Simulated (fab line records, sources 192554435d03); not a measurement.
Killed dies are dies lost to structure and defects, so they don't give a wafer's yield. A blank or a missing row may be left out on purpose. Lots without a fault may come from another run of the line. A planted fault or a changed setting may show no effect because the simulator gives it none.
Chamber matching | flow n5_finfet | N5_HKMG_FIN_NWFM_ALD_20 on ald_metal-03: 4 sister chambers
The step deposits TiAlC, target thk 2 nm, pulse time 3 s, purge time 2 s. 8 wafers are shown with their chamber, then 8 later ones without.

WAFERS WITH THEIR CHAMBER
wafer  | chamber | heater_power_w (W) | precursor_pulse_height_rel
L083.4 | 1       | 427                | 0.990
L084.2 | 1       | 427                | 1.015
L084.4 | 0       | 563                | 1.008
L084.5 | 3       | 429                | 0.981
L090.2 | 3       | 429                | 0.963
L090.3 | 0       | 580                | 0.963
L090.6 | 2       | 486                | 1.008
L091.1 | 2       | 487                | 1.012

WAFERS WITHOUT THEIR CHAMBER
wafer  | heater_power_w (W) | precursor_pulse_height_rel
L091.3 | 422                | 1.020
L091.6 | 426                | 1.019
L092.1 | 493                | 0.989
L092.2 | 426                | 1.003
L092.6 | 579                | 1.013
L093.3 | 571                | 1.031
L093.4 | 485                | 1.019
L093.5 | 420                | 0.994

WHICH CHAMBER EACH WENT THROUGH
wafer  | from the rows above     | in truth
L091.3 | can't be placed: 1 or 3 | 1
L091.6 | can't be placed: 1 or 3 | 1
L092.1 | 2                       | 2
L092.2 | can't be placed: 1 or 3 | 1
L092.6 | 0                       | 0
L093.3 | 0                       | 0
L093.4 | 2                       | 2
L093.5 | can't be placed: 1 or 3 | 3
Placed correctly: 4 of 8. Can't be placed from these rows: 4 (the true chamber is among the candidates in 4). Placed wrongly: 0.
How it was worked out, from the rows above alone: a wafer's distance from a chamber is the root of the sum, over the readings, of the square of ((its reading less the chamber's mean) divided by the reading's scatter). The wafer belongs to the nearest chamber; if the next one is less than 2 further off, it can't be placed. A chamber's mean is the mean of its shown wafers. The scatter: the root of (the sum of the squares of (reading less its chamber's mean) over the shown wafers, divided by (wafers less chambers)).
